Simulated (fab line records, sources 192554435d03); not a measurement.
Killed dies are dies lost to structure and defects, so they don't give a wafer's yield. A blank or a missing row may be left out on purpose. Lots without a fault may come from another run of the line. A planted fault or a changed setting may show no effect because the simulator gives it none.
Split-lot experiment | flow n5_finfet | 7 lots, 21 wafers read, on a route of 1938 steps

THE SPLIT
At N5_MIM_BOT_SPUTTER_00 (material TiN, target thk 35 nm, time 89.7 s), the setting power_w was moved away from the recipe's 3000 W on 8 of the 21 wafers read, by -14.6% to +15.5%. The other wafers ran this setting at the recipe's value.

The reading is taken at the split's own step.

THE READING
TiN_of_MIM_BOT_SPUTTER_00.thk_nm (the simulator's own value, which no gauge read), in nm, at N5_MIM_BOT_SPUTTER_00 (material TiN, target thk 35 nm, time 89.7 s). The file gives no usual value for it. The 13 wafers here that ran the recipe average 35.2 nm, standard deviation 0.32 nm.

wafer  | tool, chamber at the split | power_w as run, W | against the recipe | TiN_of_MIM_BOT_SPUTTER_00.thk_nm, nm | against lot-mates on the recipe
L077.1 | pvd_sputter-03, -          | 3000              | recipe             | 35.4                                 | -
L077.4 | pvd_sputter-03, -          | 3000              | recipe             | 35.2                                 | -
L077.5 | pvd_sputter-03, -          | 3000              | recipe             | 35.8                                 | -
L081.1 | pvd_sputter-02, -          | 3000              | recipe             | 34.8                                 | -
L081.2 | pvd_sputter-02, -          | 3465              | +15.5%             | 40.6                                 | +5.7
L081.3 | pvd_sputter-02, -          | 3000              | recipe             | 35                                   | -
L083.1 | pvd_sputter-03, -          | 3000              | recipe             | 34.8                                 | -
L083.3 | pvd_sputter-03, -          | 3000              | recipe             | 34.8                                 | -
L083.4 | pvd_sputter-03, -          | 3377              | +12.6%             | 39.4                                 | +4.6
L085.1 | pvd_sputter-01, -          | 2599              | -13.4%             | 30.6                                 | -5.0
L085.4 | pvd_sputter-01, -          | 2599              | -13.4%             | 30.6                                 | -5.0
L085.3 | pvd_sputter-01, -          | 3000              | recipe             | 35.6                                 | -
L096.1 | pvd_sputter-02, -          | 3000              | recipe             | 35.2                                 | -
L096.2 | pvd_sputter-02, -          | 2778              | -7.4%              | 32.6                                 | -2.5
L096.5 | pvd_sputter-02, -          | 3000              | recipe             | 35                                   | -
L097.3 | pvd_sputter-03, -          | 2673              | -10.9%             | 32                                   | -3.0
L097.6 | pvd_sputter-03, -          | 2673              | -10.9%             | 32                                   | -3.0
L097.5 | pvd_sputter-03, -          | 3000              | recipe             | 35                                   | -
L095.1 | pvd_sputter-01, -          | 3000              | recipe             | 35.4                                 | -
L095.5 | pvd_sputter-01, -          | 3000              | recipe             | 35.6                                 | -
L095.6 | pvd_sputter-01, -          | 2563              | -14.6%             | 30.6                                 | -4.9

THE FIT
A straight line over all 21 wafers: TiN_of_MIM_BOT_SPUTTER_00.thk_nm changes by +0.331 nm for each +1% of power_w; r = +0.99; the points scatter about the line by 0.31 nm.
The same after taking each lot's own level away (the mean of its wafers on the recipe; 21 wafers): +0.348 nm for each +1%; r = +0.99; scatter 0.31 nm.
On that fit, the largest move of power_w shifts the reading by 5.4 nm.
The lots' own levels span 34.80 to 35.60 nm, that is 2.5 times the standard deviation above.
So the lot-to-lot level changes the slope little: the two slopes agree.
Check: with one of the wafers moved furthest among these (+15.5%) left out of the fit, the line predicts +5.37 nm for it against its lot-mates. It came out at +5.7 nm against them.

OTHER SPLITS ON THESE WAFERS
These wafers also went through other splits before the reading. Each is held against what the fit with the lots' levels taken away leaves over:
other split on the same wafers    | wafers away from the commonest value | r with TiN_of_MIM_BOT_SPUTTER_00.thk_nm (lot level and that fit taken away)
N5_BEOL_M14_DEP_53 time_s         | 10                                   | +0.08
N5_BEOL_M15_COAT_04 spin_rpm      | 7                                    | -0.31
N5_BEOL_M15_CMP_49 down_force_psi | 2                                    | -0.29

THE FILE'S OWN FIT
TiN_of_MIM_BOT_SPUTTER_00.thk_nm changes by +0.349 nm for each +1% of power_w, r = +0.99.
